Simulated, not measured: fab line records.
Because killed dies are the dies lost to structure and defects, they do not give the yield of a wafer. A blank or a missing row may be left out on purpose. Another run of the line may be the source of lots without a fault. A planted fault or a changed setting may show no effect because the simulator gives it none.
A single fault, viewed from 3 desks	flow n5 finfet	every desk sees just its own numbers, and what lay behind them comes last

FROM THE METROLOGY DESK
Means of the sampled wafers that have a number, per lot and without regard to the tool the lot ran on: this is what the gauges read. The brackets show how far a lot's mean lies from the usual mean; more than 4 standard deviations puts the lot out of limits, marked OUT. Only the readings that lie furthest out on some lot appear, 7 of the 11 it has.
Columns: A = DIBL_P at N5_BEOL_M4_RC_MEAS_101, usual 36.1 mV/V; B = IOFF_N at N5_BEOL_M4_RC_MEAS_101, usual 0.161 nA/um; C = IOFF_P at N5_BEOL_M4_RC_MEAS_101, usual 0.209 nA/um; D = ION_P at N5_BEOL_M4_RC_MEAS_101, usual 462 uA/um; E = VT_N at N5_BEOL_M4_RC_MEAS_101, usual 249.1 mV; F = VT_P at N5_BEOL_M4_RC_MEAS_101, usual -249.9 mV; G = MIM_BOT_OVL at N5_MIM_BOT_LITHO_OVL_MEAS_11, usual 2 nm
lot	first seen here	A	B	C	D	E	F	G
L679	day 7 12:20	35.0	0.145	0.181	456	248.1	-253.5	-3
L680	day 8 08:17	36.6	0.162	0.221	465	247.6	-249.3	0
L682	day 8 14:11	34.0	0.132	0.181	461	252.3	-251.3	7
L684	day 9 04:35	36.7	0.181	0.258	468	247.0	-244.9	2
L686	day 9 19:53	35.2	0.136	0.168	455	250.4	-254.2	-4
L694	day 11 09:02	34.8	0.149	0.192	462	249.8	-251.6	-5
L696	day 12 04:41	38.3	0.182	0.219	466	247.1	-250.9	2
L699	day 12 14:43	37.5	0.188	0.226	463	248.0	-249.1	4
L698	day 12 14:46	34.8	0.157	0.204	462	249.6	-248.5	-12
L701	day 13 06:17	37.2	0.170	0.225	461	247.9	-249.7	3
Result from this desk: across the 10 lots, nothing is out of limits.

FOR THE TOOL OWNER'S DESK: rie metal-01
The tool's own readings at N5_MIM_TOP_ETCH_ETCH_00 (etches TiN in Cl2/BCl3, target depth 38.5 nm): means of the sampled wafers that have a number, for each lot that ran on this tool. The brackets show how far a lot's mean lies from the usual mean; more than 4 standard deviations puts the lot out of limits, marked OUT.
Columns: A = bias w at N5_MIM_TOP_ETCH_ETCH_00, usual 126.0 W; B = drypump motor current A at N5_MIM_TOP_ETCH_ETCH_00, usual 5.5 A; C = oes product au at N5_MIM_TOP_ETCH_ETCH_00, usual 0.76 a.u.; D = throttle valve pct at N5_MIM_TOP_ETCH_ETCH_00, usual 22.8 %
lot	first seen here	A	B	C	D
L680	day 11 23:42	126.1	5.5	0.75	22.8
L682	day 12 04:13	126.3	6.1	0.79	23.1
L686	day 13 09:26	126.1	5.8	0.76	22.9
L694	day 15 07:45	125.9	5.8	0.69	23.0
L696	day 15 23:49	125.9	5.8	0.69	23.0
Result from this desk: across the 5 lots, nothing is out of limits.

THE DEFECT DESK
Per lot, the means of the sampled wafers with a number show what the inspections along the route counted. The brackets show how far a lot's mean lies from the usual mean; more than 4 standard deviations puts the lot out of limits, marked OUT.
Columns: A = raw defect count at N5_MIM_TOP_LITHO_INSPECT_12, usual 2.0
lot	first seen here	A
L679	day 11 03:50	1.7
L680	day 11 23:35	2.3
L682	day 12 03:59	3.3
L684	day 12 16:40	2.7
L686	day 13 09:19	1.0
L694	day 15 07:38	1.7
L696	day 15 23:41	1.0
L699	day 16 05:15	3.3
L698	day 16 13:13	2.3
L701	day 16 19:23	1.7
Result from this desk: across the 10 lots, nothing is out of limits.

BROUGHT TOGETHER
Metrology desk: nothing out of limits seen.
The tool owner's desk saw nothing out of limits.
Nothing out of limits was seen by the defect desk.

WHAT WAS PUT IN BY THE SIMULATOR
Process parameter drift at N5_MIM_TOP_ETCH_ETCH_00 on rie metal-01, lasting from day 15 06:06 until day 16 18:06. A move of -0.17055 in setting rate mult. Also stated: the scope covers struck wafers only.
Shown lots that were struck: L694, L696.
